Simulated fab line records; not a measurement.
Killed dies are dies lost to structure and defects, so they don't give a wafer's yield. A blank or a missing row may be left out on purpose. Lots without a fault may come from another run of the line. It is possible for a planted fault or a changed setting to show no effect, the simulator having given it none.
Matching of chambers || flow n5_finfet || N5_BEOL_M13_ETCH_59 on rie_diel-02: 4 sister chambers
The step etches BARC in N2/H2, target depth 89 nm, overetch 26.7 nm, time 67.9 s. 8 wafers are shown with their chamber, then 12 later ones without.

WAFERS PAIRED WITH THEIR CHAMBERS
{"wafer": "L089.3", "chamber": 3, "drypump_motor_current_A (A)": 5.9, "throttle_valve_pct (%)": 17.87}
{"wafer": "L089.4", "chamber": 0, "drypump_motor_current_A (A)": 6.5, "throttle_valve_pct (%)": 17.68}
{"wafer": "L093.1", "chamber": 3, "drypump_motor_current_A (A)": 5.9, "throttle_valve_pct (%)": 17.89}
{"wafer": "L093.2", "chamber": 0, "drypump_motor_current_A (A)": 6.6, "throttle_valve_pct (%)": 17.72}
{"wafer": "L093.3", "chamber": 1, "drypump_motor_current_A (A)": 5.9, "throttle_valve_pct (%)": 18.30}
{"wafer": "L093.4", "chamber": 2, "drypump_motor_current_A (A)": 5.2, "throttle_valve_pct (%)": 17.96}
{"wafer": "L093.5", "chamber": 1, "drypump_motor_current_A (A)": 5.9, "throttle_valve_pct (%)": 18.29}
{"wafer": "L093.6", "chamber": 2, "drypump_motor_current_A (A)": 5.2, "throttle_valve_pct (%)": 17.95}

WAFERS WHOSE CHAMBER IS MISSING
{"wafer": "L094.1", "drypump_motor_current_A (A)": 5.9, "throttle_valve_pct (%)": 17.90}
{"wafer": "L094.2", "drypump_motor_current_A (A)": 5.9, "throttle_valve_pct (%)": 18.31}
{"wafer": "L094.3", "drypump_motor_current_A (A)": 5.3, "throttle_valve_pct (%)": 17.93}
{"wafer": "L094.4", "drypump_motor_current_A (A)": 6.5, "throttle_valve_pct (%)": 17.73}
{"wafer": "L094.5", "drypump_motor_current_A (A)": 5.2, "throttle_valve_pct (%)": 17.96}
{"wafer": "L094.6", "drypump_motor_current_A (A)": 5.9, "throttle_valve_pct (%)": 17.90}
{"wafer": "L096.1", "drypump_motor_current_A (A)": 5.9, "throttle_valve_pct (%)": 17.91}
{"wafer": "L096.2", "drypump_motor_current_A (A)": 5.9, "throttle_valve_pct (%)": 18.31}
{"wafer": "L096.3", "drypump_motor_current_A (A)": 6.5, "throttle_valve_pct (%)": 17.71}
{"wafer": "L096.4", "drypump_motor_current_A (A)": 5.3, "throttle_valve_pct (%)": 17.98}
{"wafer": "L096.5", "drypump_motor_current_A (A)": 6.6, "throttle_valve_pct (%)": 17.70}
{"wafer": "L096.6", "drypump_motor_current_A (A)": 5.9, "throttle_valve_pct (%)": 18.31}

WHICH CHAMBER EACH WENT THROUGH
{"wafer": "L094.1", "from the rows above": 3, "in truth": 3}
{"wafer": "L094.2", "from the rows above": 1, "in truth": 1}
{"wafer": "L094.3", "from the rows above": 2, "in truth": 2}
{"wafer": "L094.4", "from the rows above": 0, "in truth": 0}
{"wafer": "L094.5", "from the rows above": 2, "in truth": 2}
{"wafer": "L094.6", "from the rows above": 3, "in truth": 3}
{"wafer": "L096.1", "from the rows above": 3, "in truth": 3}
{"wafer": "L096.2", "from the rows above": 1, "in truth": 1}
{"wafer": "L096.3", "from the rows above": 0, "in truth": 0}
{"wafer": "L096.4", "from the rows above": 2, "in truth": 2}
{"wafer": "L096.5", "from the rows above": 0, "in truth": 0}
{"wafer": "L096.6", "from the rows above": 1, "in truth": 1}
12 of 12 placed correctly. From these rows, 0 cannot be placed. Placed wrongly: 0.
How it was worked out, from the rows above alone: a wafer's distance from a chamber is the root of the sum, over the readings, of the square of ((its reading less the chamber's mean) divided by the reading's scatter). If the next closest chamber is less than 2 further off than the closest, the wafer can't be placed; otherwise it belongs to the closest. A chamber's mean is the mean of its shown wafers. The scatter: the root of (the sum of the squares of (reading less its chamber's mean) over the shown wafers, divided by (wafers less chambers)).
